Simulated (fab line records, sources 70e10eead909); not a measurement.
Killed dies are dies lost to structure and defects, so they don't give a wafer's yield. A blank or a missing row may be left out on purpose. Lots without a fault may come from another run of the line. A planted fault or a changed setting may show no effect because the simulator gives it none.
Which tool did it? | flow nand_harc | 10 lots, 30 wafers sampled, at 5 steps of a route of 1302

WHAT THE GAUGES READ, wafer by wafer
NHARC_END_WLT_00. Usual: VT_DECK1_BOTTOM 0.872, standard deviation 0.0079; VT_DECK1_BOTTOM_INNER 0.872, standard deviation 0.0074; VT_DECK1_MEDIAN_NEAR_BOTTOM 0.873, standard deviation 0.0079; VT_DECK1_MEDIAN_NEAR_BOTTOM_INNER 0.873, standard deviation 0.0073; VT_DECK1_MIDDLE 0.887, standard deviation 0.0072; VT_DECK1_MIDDLE_INNER 0.886, standard deviation 0.0065; VT_DECK1_TOP 0.898, standard deviation 0.0072; VT_DECK1_TOP_INNER 0.898, standard deviation 0.0072; VT_DECK2_BOTTOM 0.872, standard deviation 0.0081; VT_DECK2_BOTTOM_INNER 0.872, standard deviation 0.0075; VT_DECK2_MEDIAN_NEAR_BOTTOM 0.873, standard deviation 0.0078; VT_DECK2_MEDIAN_NEAR_BOTTOM_INNER 0.873, standard deviation 0.0078; VT_DECK2_MIDDLE 0.886, standard deviation 0.0087; VT_DECK2_MIDDLE_INNER 0.885, standard deviation 0.0078; VT_DECK2_TOP 0.896, standard deviation 0.0086; VT_DECK2_TOP_INNER 0.896, standard deviation 0.0081.
lot  | measured     | on        | VT_DECK1_BOTTOM   | VT_DECK1_BOTTOM_INNER | VT_DECK1_MEDIAN_NEAR_BOTTOM | VT_DECK1_MEDIAN_NEAR_BOTTOM_INNER | VT_DECK1_MIDDLE   | VT_DECK1_MIDDLE_INNER | VT_DECK1_TOP      | VT_DECK1_TOP_INNER | VT_DECK2_BOTTOM   | VT_DECK2_BOTTOM_INNER | VT_DECK2_MEDIAN_NEAR_BOTTOM | VT_DECK2_MEDIAN_NEAR_BOTTOM_INNER | VT_DECK2_MIDDLE   | VT_DECK2_MIDDLE_INNER | VT_DECK2_TOP      | VT_DECK2_TOP_INNER | flag
L810 | day 25 03:08 | prober-01 | 0.868 0.873 0.872 | 0.863 0.872 0.870     | 0.865 0.866 0.868           | 0.869 0.866 0.871                 | 0.881 0.876 0.885 | 0.873 0.886 0.878     | 0.882 0.880 0.889 | 0.884 0.881 0.892  | 0.869 0.868 0.869 | 0.872 0.862 0.866     | 0.867 0.864 0.876           | 0.872 0.872 0.859                 | 0.887 0.891 0.889 | 0.885 0.880 0.884     | 0.897 0.896 0.894 | 0.900 0.897 0.895  |
L812 | day 25 12:23 | prober-01 | 0.868 0.867 0.867 | 0.869 0.862 0.861     | 0.863 0.868 0.857           | 0.873 0.876 0.859                 | 0.877 0.883 0.877 | 0.880 0.884 0.872     | 0.886 0.895 0.885 | 0.883 0.893 0.894  | 0.875 0.859 0.867 | 0.868 0.871 0.875     | 0.871 0.864 0.860           | 0.866 0.870 0.863                 | 0.882 0.878 0.886 | 0.881 0.874 0.876     | 0.893 0.889 0.882 | 0.893 0.880 0.891  |
L814 | day 25 18:53 | prober-02 | 0.884 0.877 0.870 | 0.874 0.881 0.870     | 0.868 0.880 0.871           | 0.873 0.879 0.870                 | 0.884 0.895 0.889 | 0.889 0.883 0.881     | 0.896 0.908 0.906 | 0.907 0.901 0.891  | 0.880 0.859 0.874 | 0.891 0.870 0.875     | 0.887 0.870 0.873           | 0.889 0.870 0.870                 | 0.898 0.893 0.889 | 0.891 0.888 0.882     | 0.910 0.904 0.899 | 0.908 0.898 0.896  |
L815 | day 27 06:35 | prober-02 | 0.876 0.867 0.867 | 0.864 0.859 0.871     | 0.876 0.861 0.869           | 0.872 0.871 0.871                 | 0.886 0.878 0.883 | 0.893 0.880 0.880     | 0.896 0.892 0.889 | 0.902 0.889 0.897  | 0.870 0.877 0.871 | 0.876 0.879 0.875     | 0.873 0.865 0.875           | 0.871 0.876 0.879                 | 0.887 0.889 0.894 | 0.885 0.881 0.878     | 0.894 0.895 0.892 | 0.891 0.905 0.904  |
L818 | day 27 17:07 | prober-02 | 0.871 0.884 0.877 | 0.877 0.882 0.881     | 0.869 0.878 0.886           | 0.875 0.876 0.873                 | 0.887 0.887 0.899 | 0.879 0.888 0.900     | 0.902 0.899 0.908 | 0.903 0.914 0.907  | 0.882 0.885 0.884 | 0.882 0.880 0.888     | 0.887 0.889 0.879           | 0.888 0.882 0.874                 | 0.899 0.904 0.889 | 0.899 0.898 0.886     | 0.916 0.910 0.910 | 0.909 0.905 0.910  |
L821 | day 29 15:01 | prober-01 | 0.863 0.864 0.868 | 0.868 0.862 0.871     | 0.872 0.881 0.874           | 0.873 0.875 0.870                 | 0.881 0.884 0.887 | 0.886 0.879 0.878     | 0.895 0.900 0.885 | 0.899 0.897 0.896  | 0.873 0.875 0.870 | 0.871 0.875 0.869     | 0.873 0.881 0.868           | 0.872 0.876 0.871                 | 0.885 0.893 0.882 | 0.879 0.891 0.885     | 0.894 0.907 0.896 | 0.895 0.904 0.891  |
L822 | day 29 22:59 | prober-02 | 0.889 0.885 0.875 | 0.883 0.882 0.872     | 0.879 0.886 0.875           | 0.885 0.885 0.877                 | 0.890 0.884 0.895 | 0.896 0.883 0.889     | 0.892 0.906 0.897 | 0.907 0.905 0.898  | 0.870 0.874 0.872 | 0.874 0.870 0.869     | 0.872 0.861 0.880           | 0.875 0.875 0.874                 | 0.883 0.890 0.884 | 0.881 0.884 0.893     | 0.903 0.900 0.896 | 0.899 0.898 0.897  |
L823 | day 30 09:52 | prober-01 | 0.874 0.879 0.892 | 0.872 0.879 0.869     | 0.866 0.874 0.885           | 0.869 0.881 0.882                 | 0.884 0.886 0.889 | 0.884 0.884 0.888     | 0.902 0.899 0.897 | 0.897 0.894 0.896  | 0.881 0.879 0.889 | 0.882 0.877 0.879     | 0.889 0.877 0.882           | 0.875 0.883 0.890                 | 0.898 0.906 0.905 | 0.907 0.894 0.892     | 0.911 0.907 0.903 | 0.913 0.902 0.910  |
L824 | day 31 08:19 | prober-01 | 0.882 0.874 0.871 | 0.876 0.872 0.865     | 0.877 0.882 0.872           | 0.870 0.878 0.874                 | 0.887 0.885 0.882 | 0.890 0.889 0.883     | 0.897 0.901 0.912 | 0.895 0.905 0.900  | 0.871 0.876 0.868 | 0.869 0.879 0.873     | 0.877 0.866 0.877           | 0.882 0.876 0.878                 | 0.887 0.887 0.878 | 0.886 0.886 0.896     | 0.906 0.904 0.895 | 0.895 0.900 0.898  |
L827 | day 32 01:22 | prober-02 | 0.885 0.873 0.873 | 0.881 0.873 0.874     | 0.877 0.882 0.874           | 0.881 0.867 0.874                 | 0.893 0.889 0.890 | 0.892 0.896 0.889     | 0.903 0.908 0.897 | 0.902 0.906 0.894  | 0.873 0.874 0.863 | 0.866 0.865 0.863     | 0.860 0.864 0.862           | 0.854 0.867 0.864                 | 0.878 0.882 0.881 | 0.873 0.885 0.878     | 0.888 0.892 0.881 | 0.887 0.889 0.883  |

NHARC_END_SORT_01. Usual: defect_limited_yield 90 %, standard deviation 3.1; killed_at_array 61, standard deviation 20; killed_at_other 0.9, standard deviation 1.1; killed_at_periphery 3.7, standard deviation 2.5; killed_dies 65, standard deviation 21; killed_open 3.3, standard deviation 1.8; killed_short 2.3, standard deviation 1.5.
lot  | measured     | on        | defect_limited_yield (%) | killed_at_array | killed_at_other | killed_at_periphery | killed_dies | killed_open | killed_short | flag
L823 | day 30 12:51 | prober-01 | 94 82 92                 | 34 40 47        | 1 81 0          | 3 2 4               | 38 123 51   | 4 3 5       | 2 3 1        | OFF
L824 | day 31 11:20 | prober-01 | 91 78 91                 | 61 65 57        | 1 79 0          | 1 2 4               | 63 146 61   | 5 6 3       | 3 4 1        | OFF

WHICH TOOL RAN EACH LOT (tool, then ch and the chambers of the sampled wafers, then the start)
lot  | NHARC_THIN_TSV_DESCUM_14           | NHARC_THIN_TSV_ETCH_15           | NHARC_THIN_TSV_PRE_CLEAN_54
L810 | rie_diel-13 ch 0,1,2, day 24 13:26 | rie_si-04 ch 1,2,3, day 24 14:05 | pvd_sputter-03, day 24 18:04
L812 | rie_diel-09 ch 0,1,3, day 25 00:25 | rie_si-04 ch 0,1, day 25 01:04   | pvd_sputter-03, day 25 05:10
L814 | rie_diel-09 ch 2,3, day 25 06:29   | rie_si-04 ch 0,2, day 25 07:08   | pvd_sputter-02, day 25 11:10
L815 | rie_diel-09 ch 0,1,2, day 26 18:05 | rie_si-05 ch 2,3, day 26 18:45   | pvd_sputter-03, day 26 23:30
L818 | rie_diel-13 ch 0,2,3, day 27 05:20 | rie_si-03 ch 2,3, day 27 05:59   | pvd_sputter-03, day 27 10:01
L821 | rie_diel-01 ch 0,2,3, day 29 02:47 | rie_si-05 ch 0,1,2, day 29 03:28 | pvd_sputter-03, day 29 07:31
L822 | rie_diel-13 ch 1,2, day 29 10:08   | rie_si-05 ch 2,3, day 29 10:48   | pvd_sputter-01, day 29 14:50
L823 | rie_diel-13 ch 0,1,2, day 29 21:55 | rie_si-05 ch 1,2,3, day 29 22:35 | pvd_sputter-01, day 30 02:40
L824 | rie_diel-09 ch 0,2,3, day 30 20:13 | rie_si-05 ch 0,2,3, day 30 20:52 | pvd_sputter-02, day 31 01:08
L827 | rie_diel-09 ch 0,3, day 31 13:23   | rie_si-03 ch 0,1,2, day 31 14:10 | pvd_sputter-03, day 31 18:16
- NHARC_THIN_TSV_DESCUM_14: chemistry O2, time 3 s.
- NHARC_THIN_TSV_ETCH_15: target depth 3000 nm, bosch target overetch cycles 2, bosch etch step 2.8 s.
- NHARC_THIN_TSV_PRE_CLEAN_54: time 30 s.

WHAT THE TOOLS THEMSELVES READ (means of the sampled wafers that have a number; where no wafer has one, the mark that the record gives instead)
NHARC_THIN_TSV_DESCUM_14. Usual: chamber_pressure_mTorr 59.99 mTorr, standard deviation 0.056; drypump_motor_current_A 6.1 A, standard deviation 0.53; oes_product_au 0.999 a.u., standard deviation 0.0098; rf_vpp_V 57.9 V, standard deviation 0.92; showerhead_plenum_p_Torr 1.93 Torr, standard deviation 0.077; throttle_valve_pct 11.310 %, standard deviation 0.0094.
lot  | tool        | chamber_pressure_mTorr (mTorr) | drypump_motor_current_A (A) | oes_product_au (a.u.) | rf_vpp_V (V) | showerhead_plenum_p_Torr (Torr) | throttle_valve_pct (%) | flag
L810 | rie_diel-13 | 59.99                          | 5.8                         | 0.993                 | 58.1         | 1.93                            | 11.308                 |
L812 | rie_diel-09 | 60.05                          | 6.0                         | 1.000                 | 58.3         | 1.96                            | 11.312                 |
L814 | rie_diel-09 | 59.95                          | 6.2                         | 0.992                 | 58.0         | 1.91                            | 11.300                 |
L815 | rie_diel-09 | 60.01                          | 6.4                         | 0.988                 | 58.4         | 1.89                            | 11.319                 |
L818 | rie_diel-13 | 59.96                          | 6.3                         | 1.004                 | 57.4         | 1.92                            | 11.319                 |
L821 | rie_diel-01 | 59.93                          | 6.1                         | 0.998                 | 57.9         | 1.90                            | 11.314                 |
L822 | rie_diel-13 | 60.00                          | 5.4                         | 0.996                 | 57.3         | 1.96                            | 11.313                 |
L823 | rie_diel-13 | 59.96                          | 5.8                         | 1.002                 | 57.9         | 1.93                            | 11.297                 |
L824 | rie_diel-09 | 59.93                          | 6.1                         | 1.001                 | 57.9         | 1.96                            | 11.314                 |
L827 | rie_diel-09 | 60.00                          | 6.1                         | 0.998                 | 58.6         | 2.01                            | 11.300                 |

NHARC_THIN_TSV_ETCH_15. Usual: drypump_motor_current_A 5.8 A, standard deviation 0.38.
lot  | tool      | drypump_motor_current_A (A) | flag
L810 | rie_si-04 | 5.8                         |
L812 | rie_si-04 | 5.5                         |
L814 | rie_si-04 | 5.4                         |
L815 | rie_si-05 | 5.9                         |
L818 | rie_si-03 | 6.2                         |
L821 | rie_si-05 | 5.6                         |
L822 | rie_si-05 | 5.8                         |
L823 | rie_si-05 | 5.7                         |
L824 | rie_si-05 | 5.7                         |
L827 | rie_si-03 | 6.1                         |

NHARC_THIN_TSV_PRE_CLEAN_54. Usual: heater_power_w 405 W, standard deviation 50.
lot  | tool           | heater_power_w (W) | flag
L810 | pvd_sputter-03 | 413                |
L812 | pvd_sputter-03 | 427                |
L814 | pvd_sputter-02 | 402                |
L815 | pvd_sputter-03 | 417                |
L818 | pvd_sputter-03 | 435                |
L821 | pvd_sputter-03 | 423                |
L822 | pvd_sputter-01 | 380                |
L823 | pvd_sputter-01 | 415                |
L824 | pvd_sputter-02 | 420                |
L827 | pvd_sputter-03 | 446                |

THE ANSWER, worked out from the rows above alone
Rule: a lot is off if the mean of its wafers that have a number lies more than 3 standard deviations from the usual mean. A lot without any number at a reading at which 4 lots or more have one is off too. The other lots that the step has rows for count as sound. The gauges are gone through in route order, then the tools' own readings, and for those a lot's mean is taken as printed above. The first step at which some lot is off is used, and at that step the reading that is off furthest; a lot without a number counts as furthest.
Off: L823, L824, at NHARC_END_SORT_01 (killed_at_other). Neither off nor sound, because the step has no rows for them: L810, L812, L814, L815, L818, L821, L822, L827.
A tool fits if, at a process step before that reading, it ran every lot that is off, and no sound lot after the first of them. The gauges at NHARC_END_SORT_01 are tried like those tools. Can't be told from this: 2 tools fit, rie_si-05 at NHARC_THIN_TSV_ETCH_15, prober-01 at NHARC_END_SORT_01.

WHAT THE SIMULATOR HAD PUT IN
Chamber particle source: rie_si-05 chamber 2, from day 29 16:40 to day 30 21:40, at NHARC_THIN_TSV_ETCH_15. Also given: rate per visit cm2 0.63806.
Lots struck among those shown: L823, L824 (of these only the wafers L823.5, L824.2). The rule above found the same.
